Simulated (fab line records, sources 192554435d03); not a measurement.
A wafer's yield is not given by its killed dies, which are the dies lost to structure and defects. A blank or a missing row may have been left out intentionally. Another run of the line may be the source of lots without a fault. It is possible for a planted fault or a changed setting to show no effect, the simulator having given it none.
The tool behind it: which one?    flow n5 finfet    7 lots with 20 wafers sampled at 2 steps, on a route of 1938 steps

## WHAT THE GAUGES SHOWED, per wafer
N5_BEOL_M9_INSPECT_58: inspects for defects (darkfield).
lot   measured      on                 raw defect count
L498  day 11 09:43  defect inspect-02  111 90 53
L502  day 12 14:24  defect inspect-01  55 58 67
L504  day 12 23:16  defect inspect-02  73 60 62
L513  day 14 17:42  defect inspect-02  69 60
L511  day 14 20:41  defect inspect-01  44 43 31
L516  day 15 18:37  defect inspect-01  77 82 72
L517  day 16 04:09  defect inspect-01  108 97 106

## WHAT TOOL EACH LOT RAN ON (gives the tool, then ch and the chambers of the sampled wafers, and finally the start)
lot   N5_BEOL_M9_ALD_74
L498  ald metal-04 ch 0,1,3, day 11 07:55
L502  ald metal-03 ch 1,2,3, day 12 12:49
L504  ald metal-02 ch 1,2,3, day 12 20:44
L513  ald metal-04 ch 2,3, day 14 15:42
L511  ald metal-04 ch 0,3, day 14 18:43
L516  ald metal-04 ch 0,2, day 15 15:47
L517  ald metal-04 ch 1,2,3, day 16 02:38
- N5_BEOL_M9_ALD_74: deposits TaN, target thk 2 nm, pulse time 2 s, purge time 3 s.

## THE ANSWER, worked out from the rows above alone
Rule: what is usual is taken from the lots themselves. The widest of any qualifying gaps counts: lots, ordered by their means at a reading, are off when they make up no more than a third of the lots, leave a main group of 4 or more, and stand apart from it by 3 or more times the standard deviation of that group's means. Not used: any main group whose means are identical at the precision the tables above print for the reading. A lot without any number at a reading at which 4 lots or more have one is off too. The other lots that the step has rows for count as sound.
None of the lots is off at any reading shown; this tells nothing.

## WHAT THE SIMULATOR PUT IN
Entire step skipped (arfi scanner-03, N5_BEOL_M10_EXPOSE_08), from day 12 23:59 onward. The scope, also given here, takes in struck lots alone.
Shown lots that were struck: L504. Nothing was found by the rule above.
